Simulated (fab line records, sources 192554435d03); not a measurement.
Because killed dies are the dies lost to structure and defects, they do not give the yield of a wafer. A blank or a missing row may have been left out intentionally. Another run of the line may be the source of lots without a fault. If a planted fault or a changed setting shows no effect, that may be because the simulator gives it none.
What tool caused it?	flow n5 finfet	Sampling: 24 lots, 72 wafers, 5 of 1938 route steps

WHAT THE GAUGES READ, wafer by wafer
N5_SD_ACTIVATION_INSPECT_02: inspects for defects (darkfield).
lot	measured	on	raw defect count
L074	day 3 11:53	defect inspect-02	157 201 203
L075	day 3 20:52	defect inspect-02	172 211 218
L076	day 3 23:23	defect inspect-02	180 186 224
L077	day 4 06:01	defect inspect-01	171 156 159
L078	day 4 12:00	defect inspect-01	119 126 97
L079	day 4 18:32	defect inspect-02	154 165 131
L080	day 5 01:09	defect inspect-02	223 227 221
L081	day 5 07:51	defect inspect-02	182 212 191
L082	day 5 11:38	defect inspect-01	149 150 186
L083	day 5 18:06	defect inspect-01	138 143 148
L084	day 5 23:47	defect inspect-02	197 191 178
L085	day 6 03:37	defect inspect-02	186 231 185
L086	day 6 13:02	defect inspect-02	134 216 198
L087	day 6 19:19	defect inspect-02	155 155 126
L088	day 6 22:19	defect inspect-01	150 153 144
L089	day 7 05:44	defect inspect-01	140 139 126
L090	day 7 14:20	defect inspect-01	117 172 213
L091	day 7 16:28	defect inspect-01	125 165 130
L092	day 7 22:47	defect inspect-01	155 138 160
L093	day 8 06:13	defect inspect-02	207 211 244
L094	day 8 11:42	defect inspect-02	161 167 152
L095	day 8 16:53	defect inspect-02	136 149 142
L096	day 8 23:01	defect inspect-01	157 147 198
L097	day 9 07:01	defect inspect-02	152 224 179

N5_ILD0_THK_MEAS_04.
lot	measured	on	thk nm (nm)
L074	day 3 14:57	film metro-01	196.0 195.1 195.2
L075	day 3 23:56	film metro-01	197.3 198.9 198.0
L076	day 4 03:23	film metro-02	196.8 197.7 198.2
L077	day 4 08:50	film metro-01	196.7 196.7 197.6
L078	day 4 14:43	film metro-02	197.3 197.4 198.5
L079	day 4 21:13	film metro-01	198.0 197.6 197.3
L080	day 5 04:13	film metro-02	196.9 196.5 196.7
L081	day 5 10:35	film metro-01	194.3 198.7 194.5
L082	day 5 14:32	film metro-02	196.5 195.7 197.1
L083	day 5 22:04	film metro-02	196.4 198.1 198.8
L084	day 6 02:30	film metro-02	197.0 197.9 197.2
L085	day 6 06:21	film metro-02	198.7 198.6 197.6
L086	day 6 15:57	film metro-01	197.7 198.0 197.2
L087	day 6 22:26	film metro-01	196.2 197.6 196.1
L088	day 7 01:43	film metro-02	196.7 196.8 196.8
L089	day 7 08:26	film metro-02	196.7 198.0 195.8
L090	day 7 17:01	film metro-02	196.9 197.6 197.0
L091	day 7 19:10	film metro-02	197.0 196.4 197.6
L092	day 8 01:33	film metro-02	198.2 196.3 196.8
L093	day 8 10:25	film metro-02	197.0 198.2 197.2
L094	day 8 14:48	film metro-02	195.7 196.9 195.0
L095	day 8 20:40	film metro-02	196.4 196.6 196.8
L096	day 9 02:30	film metro-02	196.7 198.3 197.0
L097	day 9 10:16	film metro-02	197.0 197.1 197.9

N5_SDB_INSPECT_36: inspects for defects (darkfield).
lot	measured	on	raw defect count
L074	day 3 23:29	defect inspect-02	19 47 57
L075	day 4 07:56	defect inspect-02	77 45 39
L076	day 4 11:59	defect inspect-02	72 45 54
L077	day 4 16:44	defect inspect-01	17 11 51
L078	day 4 23:03	defect inspect-02	37 40 42
L079	day 5 05:24	defect inspect-02	31 11 38
L080	day 5 12:55	defect inspect-02	85 61 74
L081	day 5 18:57	defect inspect-02	9 12 27
L082	day 5 23:01	defect inspect-01	17 26 17
L083	day 6 06:05	defect inspect-01	37 55 51
L084	day 6 10:44	defect inspect-02	62 55 34
L085	day 6 14:46	defect inspect-02	17 30 30
L086	day 7 00:09	defect inspect-01	27 30 27
L087	day 7 06:35	defect inspect-02	37 57 24
L088	day 7 09:35	defect inspect-02	22 25 17
L089	day 7 16:19	defect inspect-02	71 77 82
L090	day 8 01:21	defect inspect-01	25 31 40
L091	day 8 04:17	defect inspect-01	15 20 19
L092	day 8 10:02	defect inspect-01	28 29 31
L093	day 8 18:40	defect inspect-01	23 26 28
L094	day 8 23:17	defect inspect-02	30 57 38
L095	day 9 05:01	defect inspect-01	31 14 12
L096	day 9 10:50	defect inspect-02	56 78 50
L097	day 9 20:22	defect inspect-01	56 39 51

WHICH TOOL RAN EACH LOT (tool, then ch and the chambers of the sampled wafers, then the start)
lot	N5_SDB_STRIP_22	N5_SDB_CMP_30
L074	plasma asher-01 ch 0,1, day 3 19:55	cmp-04 ch 0,1,2, day 3 23:13
L075	plasma asher-02 ch 0,1, day 4 04:23	cmp-04 ch 0,3, day 4 07:40
L076	plasma asher-01 ch 1, day 4 08:09	cmp-02 ch 0,2,3, day 4 11:42
L077	plasma asher-01 ch 0,1, day 4 13:11	cmp-01 ch 0,2,3, day 4 16:30
L078	plasma asher-01 ch 0,1, day 4 19:12	cmp-01 ch 1,2,3, day 4 22:44
L079	plasma asher-01 ch 0,1, day 5 01:49	cmp-02 ch 1,2, day 5 05:07
L080	plasma asher-01 ch 0,1, day 5 09:25	cmp-04 ch 1,2, day 5 12:35
L081	plasma asher-01 ch 0,1, day 5 15:13	cmp-04 ch 0,2,3, day 5 18:44
L082	plasma asher-01 ch 0,1, day 5 19:10	cmp-01 ch 1,3, day 5 22:44
L083	plasma asher-01 ch 0,1, day 6 02:31	cmp-01 ch 0,3, day 6 05:46
L084	plasma asher-01 ch 0,1, day 6 07:12	cmp-02 ch 0,2,3, day 6 10:28
L085	plasma asher-02 ch 0,1, day 6 10:48	cmp-02 ch 0,1,3, day 6 14:27
L086	plasma asher-02 ch 0, day 6 20:37	cmp-02 ch 1,3, day 6 23:52
L087	plasma asher-02 ch 0,1, day 7 03:03	cmp-04 ch 1,2, day 7 06:16
L088	plasma asher-02 ch 0,1, day 7 06:02	cmp-01 ch 0,1,3, day 7 09:16
L089	plasma asher-02 ch 0,1, day 7 12:47	cmp-02 ch 0,2,3, day 7 16:02
L090	plasma asher-02 ch 0,1, day 7 21:28	cmp-02 ch 0,1,2, day 8 01:06
L091	plasma asher-02 ch 0,1, day 8 00:06	cmp-01 ch 0,3, day 8 03:48
L092	plasma asher-01 ch 0,1, day 8 06:23	cmp-04 ch 0,1,2, day 8 09:47
L093	plasma asher-02 ch 0,1, day 8 15:07	cmp-01 ch 0,1,3, day 8 18:25
L094	plasma asher-01 ch 0,1, day 8 19:14	cmp-04 ch 0,3, day 8 22:58
L095	plasma asher-02 ch 0, day 9 01:28	cmp-01 ch 2,3, day 9 04:41
L096	plasma asher-01 ch 0,1, day 9 06:50	cmp-04 ch 1,2, day 9 10:31
L097	plasma asher-01 ch 0,1, day 9 15:01	cmp-01 ch 0,2, day 9 20:05
- N5_SDB_STRIP_22: strips in N2/H2.
- N5_SDB_CMP_30: polishes, stops on poly-Si, t overpolish 1.54 s, target thk 30 nm.

AS READ BY THE TOOLS THEMSELVES (means over the sampled wafers that have a number; for cases with no such wafer, the mark the record gives instead)
N5_SDB_STRIP_22.
lot	tool	drypump motor current A (A)	heater power w (W)	oes product au (a.u.)	strip time to endpoint s (s)
L074	plasma asher-01	5.1	321	0.716	96.27
L075	plasma asher-02	6.2	323	0.714	96.22
L076	plasma asher-01	4.7	339	0.717	96.49
L077	plasma asher-01	5.1	323	0.714	96.36
L078	plasma asher-01	5.4	301	0.714	96.20
L079	plasma asher-01	5.1	320	0.714	96.19
L080	plasma asher-01	5.4	306	0.717	96.26
L081	plasma asher-01	5.4	305	0.713	96.54
L082	plasma asher-01	5.1	327	0.715	96.91
L083	plasma asher-01	5.1	328	0.715	96.39
L084	plasma asher-01	5.4	307	0.714	96.20
L085	plasma asher-02	6.2	321	0.717	96.56
L086	plasma asher-02	6.1	281	0.718	96.56
L087	plasma asher-02	6.2	324	0.713	96.15
L088	plasma asher-02	6.2	322	0.711	97.15
L089	plasma asher-02	6.4	366	0.716	96.55
L090	plasma asher-02	6.2	326	0.716	96.23
L091	plasma asher-02	6.2	325	0.713	96.35
L092	plasma asher-01	5.1	312	0.717	96.50
L093	plasma asher-02	6.2	321	0.721	96.47
L094	plasma asher-01	5.4	309	0.717	96.39
L095	plasma asher-02	6.1	279	0.715	96.24
L096	plasma asher-01	5.4	306	0.712	96.54
L097	plasma asher-01	5.1	325	0.714	96.44

N5_SDB_CMP_30.
lot	tool	head pressure psi (psi)	motor current A (A)	overpolish run s (s)	slurry flow ml min	time to endpoint s (s)
L074	cmp-04	4.146	12.6	1.541	150.2	18.7
L075	cmp-04	4.140	12.7	1.538	149.8	19.9
L076	cmp-02	4.150	11.8	1.545	150.3	17.3
L077	cmp-01	4.149	11.9	1.538	149.9	18.6
L078	cmp-01	4.148	12.1	1.544	150.0	16.0
L079	cmp-02	4.151	11.9	1.536	149.7	17.0
L080	cmp-04	4.150	12.2	1.543	150.3	17.5
L081	cmp-04	4.147	12.8	1.541	149.9	15.5
L082	cmp-01	4.156	12.0	1.538	150.0	15.0
L083	cmp-01	4.157	11.9	1.539	149.4	14.9
L084	cmp-02	4.145	11.8	1.537	150.2	19.1
L085	cmp-02	4.152	11.8	1.545	149.6	15.9
L086	cmp-02	4.163	12.0	1.545	150.5	16.1
L087	cmp-04	4.143	12.4	1.531	149.9	16.1
L088	cmp-01	4.146	12.1	1.539	150.1	16.6
L089	cmp-02	4.149	11.7	1.547	149.9	17.1
L090	cmp-02	4.144	11.4	1.537	150.6	16.3
L091	cmp-01	4.148	12.4	1.550	150.3	15.8
L092	cmp-04	4.146	12.5	1.540	149.9	17.5
L093	cmp-01	4.139	12.6	1.546	150.1	14.1
L094	cmp-04	4.157	12.4	1.550	150.1	19.9
L095	cmp-01	4.141	12.1	1.544	149.5	14.1
L096	cmp-04	4.146	12.4	1.538	149.3	17.7
L097	cmp-01	4.148	12.4	1.553	150.0	17.0

THE ANSWER, worked out from the rows above alone
Rule: the usual values come from the lots themselves. The widest of any qualifying gaps counts: lots, ordered by their means at a reading, are off when they make up no more than a third of the lots, leave a main group of 4 or more, and stand apart from it by 3 or more times the standard deviation of that group's means. If all means in a main group match to the digits the tables above print for the reading, that group is not used. Also off: a lot with no number at a reading for which 4 or more lots have one. The other lots that the step has rows for count as sound. Order of review: gauges by route order, followed by the tools' own readings, for which a lot's mean as printed above is used. The first step at which some lot is off is used, and at that step the reading that is off furthest; a lot without a number counts as furthest.
None of the lots is off at any reading shown; this tells nothing.

WHAT THE SIMULATOR PUT IN
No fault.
